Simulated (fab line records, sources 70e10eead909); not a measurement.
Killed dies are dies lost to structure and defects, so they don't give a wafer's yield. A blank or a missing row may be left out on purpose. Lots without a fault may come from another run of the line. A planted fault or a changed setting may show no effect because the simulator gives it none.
fab line records | flow nand_harc
record lots=6 wafers=18 last_day=32
route steps=1302 shown A_STAIRCASE@695 END@1302
lots that met no fault: from a run of the same line without faults
start_h: hours from the record's first day to the start of the lot's first wafer shown | wait_h: hours since the lot's step before | " the same as in the row above | L1.1+2: a row that stands for several wafers | - no value, or no start given | * or withheld: withheld | < > ~ a bound
route shown NAME@n: a module of which the file shows steps, and the number in the route of the first | usual: mean/standard deviation of fault-free wafers | same: alike in all rows | chamber/n: place in a boat | sites: the reading at each site | _std_site: their standard deviation | _edge_site: outer sites' mean less inner sites' | radius_mm: how far each site lies from the wafer's centre | mask NAME#n: copy n | behind: the tool/chamber that last shaped the wafer | hold: why the lot was held/for how many hours/how that ended | device: the transistor (n, p or np) that didn't switch | end of line: the same wafers' tests at the end of the route | a step without rows: its recipe alone | killed: dies lost to structure and defects at the first sort, not the wafer's yield | map: a wafer's dies, x killed, . not, _ none there
set.NAME: the setting as run; set.NAME@STEP: as run at that earlier step | model.NAME: the simulator's own value behind a step, which no gauge read
lots at some steps of the route; a table a step, a row a wafer
services: from which hour (start_h, from the record's first day; less than 0 if before it) a tool's chamber was out of use, for how many hours, and why
## steps
# step NHARC_A_STAIRCASE_EXPOSE_181
# recipe na=0.5 dose_mj=27.87 mask_id=STAIR_2
# step NHARC_A_STAIRCASE_PEB_182
# recipe peb_temp_c=115 peb_time_s=130
# step NHARC_A_STAIRCASE_DEVELOP_183
# recipe time_s=140
# step NHARC_A_STAIRCASE_HARDBAKE_185
# recipe temp_c=120 time_s=140
# step NHARC_A_STAIRCASE_DESCUM_186
# recipe time_s=3 o2_flow_sccm=200 ar_flow_sccm=0 bias_power_w=0 chemistry=O2
# step NHARC_A_STAIRCASE_TRIM_187
# recipe time_s=211.2 o2_flow_sccm=500 ar_flow_sccm=0 bias_w=0 chemistry=O2
# step NHARC_A_STAIRCASE_ETCH_188
# recipe target_depth_a=1000 time_s=40.5 ion_energy_ev=400 c4f8_flow_sccm=20 o2_flow_sccm=10 ar_flow_sccm=withheld rf_w=600 bias_w=1000 chemistry=C4F8/O2
# step NHARC_A_STAIRCASE_TRIM_189
# recipe time_s=211.2 o2_flow_sccm=500 ar_flow_sccm=0 bias_w=0 chemistry=O2
# step NHARC_A_STAIRCASE_ETCH_190
# recipe target_depth_a=1000 time_s=40.5 ion_energy_ev=400 c4f8_flow_sccm=20 o2_flow_sccm=10 ar_flow_sccm=withheld rf_w=600 bias_w=1000 chemistry=C4F8/O2
# step NHARC_A_STAIRCASE_TRIM_191
# recipe time_s=211.2 o2_flow_sccm=500 ar_flow_sccm=0 bias_w=0 chemistry=O2
# step NHARC_A_STAIRCASE_ETCH_192
# recipe target_depth_a=1000 time_s=40.5 ion_energy_ev=400 c4f8_flow_sccm=20 o2_flow_sccm=10 ar_flow_sccm=withheld rf_w=600 bias_w=1000 chemistry=C4F8/O2
# usual oes_product_au=0.938/0.011 rf_vpp_V=895/4
# columns lot.wafer tool chamber start_h wait_h oes_product_au rf_hours_counter_h rf_vpp_V
L672.2 rie_diel-02 0 - - 0.951 44 900
L672.4 " 2 " " 0.950 48 896
L672.6 " 0 " " 0.933 - 896
L674.4 rie_diel-11 3 - - 0.947 40 889
L674.6 " 0 " " 0.917 - 893
L674.5 " 1 " " 0.932 - 896
L673.3 rie_diel-11 1 - - 0.932 41 896
L673.1 " 2 " " 0.941 39 897
L673.6 " 0 " " 0.946 - 892
L677.2 rie_diel-13 2 - - 0.946 23 895
L677.3 " 3 " " 0.938 18 896
L677.6 " 2 " " 0.935 - 894
L689.2 rie_diel-13 1 - - 0.951 4 889
L689.3 " 2 " " 0.939 4 895
L689.5 " 0 " " 0.930 - 900
L691.1 rie_diel-13 0 - - 0.923 7 900
L691.2 " 1 " " 0.940 7 890
L691.6 " 0 " " 0.919 - 901
# step NHARC_A_STAIRCASE_TRIM_193
# recipe time_s=211.2 o2_flow_sccm=500 ar_flow_sccm=0 bias_w=0 chemistry=O2
# usual drypump_motor_current_A=5.8/0.5 oes_product_au=0.998/0.01 rf_vpp_V=57.8/0.91 showerhead_plenum_p_Torr=3.50/0.11 throttle_valve_pct=17.037/0.0093
# columns lot.wafer tool chamber start_h wait_h drypump_motor_current_A oes_product_au rf_hours_counter_h rf_vpp_V showerhead_plenum_p_Torr throttle_valve_pct
L672.4 rie_diel-02 1 368.79 - 6.3 0.994 45 59.2 3.61 17.041
L672.2 " 3 " " 5.2 0.998 39 57.7 3.47 17.038
L672.6 " 0 " " 5.1 1.005 - 58.2 3.57 17.049
L674.4 rie_diel-11 3 388.23 - 6.1 1.025 41 56.5 3.32 17.020
L674.5 " 2 " " 5.5 1.007 - 56.2 3.60 17.028
L674.6 " 3 " " 6.1 1.013 - 57.3 3.32 17.051
L673.1 rie_diel-11 0 388.40 - 6.5 0.988 43 56.7 3.42 17.036
L673.3 " 3 " " 6.1 1.014 41 54.7 3.32 17.032
L673.6 " 1 " " 5.7 0.997 - 58.4 3.55 17.050
L677.3 rie_diel-13 1 423.35 - 5.6 0.993 25 58.6 3.37 17.046
L677.2 " 2 " " 5.0 1.027 23 58.5 3.50 17.024
L677.6 " 2 " " 5.0 1.015 - 58.6 3.50 17.028
L689.2 rie_diel-13 1 550.19 - 5.6 1.003 4 58.0 3.35 17.025
L689.3 " 0 " " 5.6 0.981 4 58.3 3.66 17.035
L689.5 " 2 " " 5.0 1.011 - 58.8 3.48 17.036
L691.2 rie_diel-13 2 558.10 - 5.0 0.998 7 57.1 3.48 17.031
L691.1 " 0 " " 5.6 0.981 7 57.0 3.66 17.035
L691.6 " 1 " " 5.6 0.989 - 57.3 3.35 17.028
# step NHARC_A_STAIRCASE_ETCH_194
# recipe target_depth_a=1000 time_s=40.5 ion_energy_ev=400 c4f8_flow_sccm=20 o2_flow_sccm=10 ar_flow_sccm=withheld rf_w=600 bias_w=1000 chemistry=C4F8/O2
# step NHARC_A_STAIRCASE_TRIM_196
# recipe time_s=211.2 o2_flow_sccm=500 ar_flow_sccm=0 bias_w=0 chemistry=O2
# step NHARC_A_STAIRCASE_ETCH_197
# recipe target_depth_a=1000 time_s=40.5 ion_energy_ev=400 c4f8_flow_sccm=20 o2_flow_sccm=10 ar_flow_sccm=withheld rf_w=600 bias_w=1000 chemistry=C4F8/O2
# step NHARC_A_STAIRCASE_TRIM_198
# recipe time_s=211.2 o2_flow_sccm=500 ar_flow_sccm=0 bias_w=0 chemistry=O2
# usual drypump_motor_current_A=5.8/0.5 oes_product_au=0.998/0.012 rf_vpp_V=57.7/0.86 showerhead_plenum_p_Torr=3.50/0.11 throttle_valve_pct=17.037/0.0079
# columns lot.wafer tool chamber start_h wait_h drypump_motor_current_A oes_product_au rf_hours_counter_h rf_vpp_V showerhead_plenum_p_Torr throttle_valve_pct
L672.2 rie_diel-13 2 - - 5.0 1.021 5 58.5 3.51 17.045
L672.6 " 2 " " 5.0 1.007 - 58.0 3.51 17.032
L672.4 " 3 " " 6.4 1.003 - 59.1 3.59 17.039
L674.4 rie_diel-11 0 - - 6.5 0.993 43 56.9 3.42 17.035
L674.5 " 2 " " 5.6 1.016 - 58.1 3.60 17.033
L674.6 " 3 " " 6.1 1.011 - 56.2 3.32 17.041
L673.1 rie_diel-11 2 - - 5.6 1.001 40 57.9 3.60 17.034
L673.3 " 1 " " 5.6 0.994 41 57.9 3.55 17.028
L673.6 " 2 " " 5.6 1.000 - 58.0 3.60 17.019
L677.3 rie_diel-13 0 - - 5.6 1.001 13 58.0 3.68 17.049
L677.2 " 3 " " 6.3 0.993 19 57.6 3.58 17.031
L677.6 " 1 " " 5.6 0.989 - 55.6 3.36 17.039
L689.2 rie_diel-13 2 - - 5.0 1.003 4 57.8 3.48 17.036
L689.3 " 0 " " 5.6 0.980 4 58.6 3.66 17.027
L689.5 " 0 " " 5.6 0.975 - 57.7 3.66 17.030
L691.1 rie_diel-02 2 - - 6.3 0.999 51 57.6 3.46 17.030
L691.2 " 0 " " 5.1 0.998 54 58.8 3.53 17.035
L691.6 " 1 " " 6.3 0.984 - 57.1 3.58 17.037
# step NHARC_A_STAIRCASE_ETCH_199
# recipe target_depth_a=1000 time_s=40.5 ion_energy_ev=400 c4f8_flow_sccm=20 o2_flow_sccm=10 ar_flow_sccm=withheld rf_w=600 bias_w=1000 chemistry=C4F8/O2
# usual oes_product_au=0.946/0.014 rf_vpp_V=895/3.6
# columns lot.wafer tool chamber start_h wait_h oes_product_au rf_hours_counter_h rf_vpp_V
L672.2 rie_diel-13 1 - - 0.935 5 891
L672.6 " 2 " " 0.957 - 896
L672.4 " 1 " " 0.941 - 891
L674.4 rie_diel-11 2 - - 0.939 39 899
L674.6 " 2 " " 0.944 - 899
L674.5 " 3 " " 0.939 - 888
L673.1 rie_diel-11 0 - - 0.947 43 893
L673.3 " 2 " " 0.937 40 897
L673.6 " 0 " " 0.956 - 890
L677.2 rie_diel-13 3 - - 0.943 19 897
L677.3 " 0 " " 0.950 14 902
L677.6 " 3 " " 0.948 - 898
L689.2 rie_diel-13 2 - - 0.957 4 894
L689.3 " 1 " " 0.947 4 890
L689.5 " 2 " " 0.951 - 894
L691.2 rie_diel-02 2 - - 0.952 52 893
L691.1 " 0 " " 0.958 54 896
L691.6 " 1 " " 0.949 - 897
# step NHARC_A_STAIRCASE_TRIM_200
# recipe time_s=211.2 o2_flow_sccm=500 ar_flow_sccm=0 bias_w=0 chemistry=O2
# step NHARC_A_STAIRCASE_ETCH_201
# recipe target_depth_a=1000 time_s=40.5 ion_energy_ev=400 c4f8_flow_sccm=20 o2_flow_sccm=10 ar_flow_sccm=withheld rf_w=600 bias_w=1000 chemistry=C4F8/O2
# step NHARC_A_STAIRCASE_TRIM_202
# recipe time_s=211.2 o2_flow_sccm=500 ar_flow_sccm=0 bias_w=0 chemistry=O2
# step NHARC_A_STAIRCASE_ETCH_203
# recipe target_depth_a=1000 time_s=40.5 ion_energy_ev=400 c4f8_flow_sccm=20 o2_flow_sccm=10 ar_flow_sccm=withheld rf_w=600 bias_w=1000 chemistry=C4F8/O2
# usual oes_product_au=0.940/0.013 rf_vpp_V=895/4.1
# columns lot.wafer tool chamber start_h wait_h oes_product_au rf_hours_counter_h rf_vpp_V
L672.2 rie_diel-13 1 - - 0.931 5 890
L672.6 " 2 " " 0.951 - 896
L672.4 " 3 " " 0.941 - 898
L674.4 rie_diel-11 0 - - 0.932 43 893
L674.6 " 2 " " 0.936 - 898
L674.5 " 3 " " 0.961 - 887
L673.1 rie_diel-11 3 - - 0.969 42 889
L673.3 " 1 " " 0.932 42 897
L673.6 " 0 " " 0.927 - 892
L677.2 rie_diel-13 1 - - 0.938 26 891
L677.3 " 2 " " 0.963 25 896
L677.6 " 0 " " 0.932 - 901
L689.2 rie_diel-13 1 - - 0.937 4 890
L689.3 " 2 " " 0.912 5 893
L689.5 " 0 " " 0.905 - 902
L691.2 rie_diel-02 0 - - 0.943 54 896
L691.1 " 1 " " 0.945 53 899
L691.6 " 0 " " 0.950 - 897
# step NHARC_A_STAIRCASE_STRIP_205
# recipe power_w=1500 temp_c=250 chemistry=O2
# step NHARC_A_STAIRCASE_STRIP_206
# recipe time_s=900 temp_c=130 chemistry=SPM
# step NHARC_A_STAIRCASE_PRECLEAN_207
# recipe time_s=* temp_c=50 bath_age_min=0 chemistry=SC1
# step NHARC_A_STAIRCASE_SRD_208
# step NHARC_A_STAIRCASE_DEHYDRATE_209
# recipe temp_c=150 time_s=120
# step NHARC_A_STAIRCASE_HMDS_210
# recipe time_s=30
# step NHARC_A_STAIRCASE_COAT_211
# recipe spin_rpm=1200
# step NHARC_A_STAIRCASE_SOFTBAKE_212
# recipe temp_c=135 time_s=170
# step NHARC_A_STAIRCASE_EBR_213
# step NHARC_A_STAIRCASE_EXPOSE_214
# recipe na=0.5 dose_mj=31.26 mask_id=STAIR_3
# step NHARC_A_STAIRCASE_PEB_215
# recipe peb_temp_c=115 peb_time_s=130
# step NHARC_A_STAIRCASE_DEVELOP_216
# recipe time_s=140
# step NHARC_A_STAIRCASE_HARDBAKE_218
# recipe temp_c=120 time_s=140
# step NHARC_A_STAIRCASE_DESCUM_219
# recipe time_s=3 o2_flow_sccm=200 ar_flow_sccm=0 bias_power_w=0 chemistry=O2
# step NHARC_A_STAIRCASE_TRIM_220
# recipe time_s=211.2 o2_flow_sccm=500 ar_flow_sccm=0 bias_w=0 chemistry=O2
# step NHARC_A_STAIRCASE_ETCH_221
# recipe target_depth_a=1000 time_s=40.5 ion_energy_ev=400 c4f8_flow_sccm=20 o2_flow_sccm=10 ar_flow_sccm=withheld rf_w=600 bias_w=1000 chemistry=C4F8/O2
# step NHARC_A_STAIRCASE_TRIM_222
# recipe time_s=211.2 o2_flow_sccm=500 ar_flow_sccm=0 bias_w=0 chemistry=O2
# usual drypump_motor_current_A=5.7/0.51 oes_product_au=0.998/0.0099 rf_vpp_V=57.7/0.93 showerhead_plenum_p_Torr=3.50/0.099 throttle_valve_pct=17.037/0.0097
# columns lot.wafer tool chamber start_h wait_h drypump_motor_current_A oes_product_au rf_hours_counter_h rf_vpp_V showerhead_plenum_p_Torr throttle_valve_pct
L672.4 rie_diel-13 3 - - 6.3 0.997 5 57.8 3.59 17.022
L672.2 " 0 " " 5.6 0.993 0 58.7 3.68 17.058
L672.6 " 0 " " 5.6 0.999 - 59.9 3.68 17.035
L674.4 rie_diel-13 1 - - 5.6 0.987 13 58.6 3.37 17.042
L674.5 " 0 " " 5.6 0.997 - 58.9 3.68 17.054
L674.6 " 1 " " 5.6 0.992 - 57.5 3.37 17.036
L673.3 rie_diel-13 1 - - 5.6 0.991 13 56.0 3.37 17.031
L673.1 " 3 " " 6.3 1.013 12 57.9 3.58 17.038
L673.6 " 2 " " 5.0 1.001 - 57.2 3.51 17.026
L677.3 rie_diel-13 2 - - 5.0 1.026 25 58.6 3.50 17.023
L677.2 " 3 " " 6.3 1.009 19 58.5 3.58 17.033
L677.6 " 1 " " 5.6 0.996 - 57.1 3.37 17.033
L689.3 rie_diel-02 0 - - 5.1 0.999 51 58.5 3.53 17.018
L689.2 " 2 " " 6.4 0.993 49 57.4 3.46 17.017
L689.5 " 2 " " 6.3 1.001 - 58.4 3.46 17.022
L691.2 rie_diel-13 2 - - 5.0 0.992 8 57.6 3.48 17.049
L691.1 " 0 " " 5.6 0.991 8 59.7 3.66 17.026
L691.6 " 2 " " 5.0 1.005 - 57.2 3.48 17.050
# step NHARC_END_SORT_01
# recipe temp_c=25
# usual killed_at_array=54/17 killed_at_other=1.0/1.4 killed_at_periphery=3.6/2.1 killed_dies=58/17 killed_open=3.2/2 killed_short=2.5/1.5
# same gross_dies=677
# columns lot.wafer tool chamber start_h wait_h killed_at_array killed_at_other killed_at_periphery killed_dies killed_open killed_short
L689.5 prober-01 0 768.11 3.7 123 0 3 126 7 2
L691.2 prober-02 0 772.49 2.8 150 0 3 153 3 1
# killed by level:class
L689.5 A_STAIRCASE:unspecified=88 A_CHANNEL_HOLE_D1:chamber_film_flake=14 A_CONTACT:chamber_film_flake=8 A_M0:geometric_particle:open=3 A_SLIT:chamber_film_flake=3 P_ZERO_WELL:chamber_film_flake=2 A_WL_FILL:geometric_particle:open=2 P_M0:geometric_particle:open=1
L691.2 A_STAIRCASE:unspecified=85 A_SLIT:chamber_film_flake=21 A_CHANNEL_HOLE_D2:chamber_film_flake=17 A_CHANNEL_HOLE_D1:chamber_film_flake=12 A_STAIRCASE:chamber_film_flake=5 A_DECK1_JOINT:geometric_particle:open=2 P_ZERO_WELL:chamber_film_flake=2 A_CONTACT:chamber_film_flake=2
# map L689.5 (x killed, . not)
____________.____________
_________......._________
_______xx........._______
______xx.xx.x......______
_____xxxx..........._____
____xxxxxx...........____
____xxxxxx.x.........____
___xxxxxxxx...........___
___xxxxxxxx...........___
__xxxxxxxx.............__
__xxxxxxxxx............__
_.xxxxxxxxx..........x.._
_.xxxxxxxxx............._
_x.xxxxxxx.............._
_.xxxxxxx..............._
_.......x...x..........._
.........................
.........................
.x........x.x............
............xx...........
........x................
_......................._
_......................._
_...................x..._
_...x..x.........x.x...._
_............xx........._
__.....................__
__........xx..x........__
___.........x...x.....___
___...................___
____.........x.x.....____
____.....x.x..x......____
_____.x......xx..x.._____
______.........xx..______
_______.x...xx...._______
_________..x...._________
____________.____________
# map L691.2 (x killed, . not)
____________.____________
_________.....x._________
_______x.x........_______
______x............______
_____xxxxx.........._____
____xxxxxxx..........____
____xxxxxx.x......x.x____
___xxxxxxxx......x....___
___xxxxxxx.....xx.xx..___
__xxxxxxxxx.....xxxxx..__
__.xxxxxxx....xxxxxx...__
_.xxxxxxxxx...xxxxxxx..._
_xxxxxxxxxx...xxxxxxxx.._
_.x.xxxxxx.......xxx.xx._
_..xxxx.........xxxxx..._
_....x.xx.......xxx....._
................xx.x.....
......x...........x......
.........................
.........................
x....x..............xx...
_....x.................._
_......................._
_......................._
_......................x_
_......................._
__.....................__
__..............xx.....__
___...................___
___....x.xx...........___
____.................____
____x...x............____
_____..............._____
______......x......______
_______..........._______
_________x......_________
____________.____________
## services
# columns tool chamber start_h hours kind
rie_diel-13 - 345.91 9.0 pm
rie_diel-13 0 345.91 26.2 vent_cycle
rie_diel-13 1 345.91 9.0 vent_cycle
rie_diel-13 2 345.91 9.0 vent_cycle
rie_diel-13 3 345.91 9.0 vent_cycle
rie_diel-13 1 354.91 - clean
rie_diel-13 2 354.91 - clean
rie_diel-13 3 354.91 - clean
rie_diel-13 0 377.43 11.2 repair
rie_diel-13 1 379.41 - clean
rie_diel-13 2 379.41 - clean
rie_diel-13 3 379.41 - clean
rie_diel-02 - 393.87 9.0 pm
rie_diel-11 1 399.63 34.1 repair
rie_diel-11 3 405.17 43.9 repair
rie_diel-13 0 406.27 - clean
rie_diel-13 1 406.27 - clean
rie_diel-13 2 406.27 - clean
rie_diel-13 3 406.27 - clean
rie_diel-11 - 432.79 9.0 pm
rie_diel-11 0 469.56 11.5 repair
rie_diel-02 3 511.41 3.6 repair
rie_diel-13 - 522.91 9.0 pm
rie_diel-13 3 546.24 106.8 repair
## key
first_sign step=NHARC_END_SORT_01 reading=killed_at_array direction=up sigmas=4.7 usual=54 struck=136
effect step=NHARC_END_SORT_01 reading=killed_dies direction=up sigmas=4.7 usual=58 struck=140
more_kills_born_at NHARC_A_STAIRCASE_TRIM_193@rie_diel-13=173
met_at NHARC_A_STAIRCASE_TRIM_193
struck_wafers L689.5,L691.2
tester_left_out L689,L691
onset_between 423.35 550.19
fault kind=chamber_particle_source tool=rie_diel-13 chamber=2 onset_h=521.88 steps=NHARC_A_STAIRCASE_TRIM_193 rate_per_visit_cm2=2.2424 end_h=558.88
# tester_left_out: of these lots the tester's yield and bins aren't shown, on N5 and GAA mostly nor the transistor test; their killed dies are dies lost to structure and defects alone, not to doping, threshold or leakage, so they don't give the yield
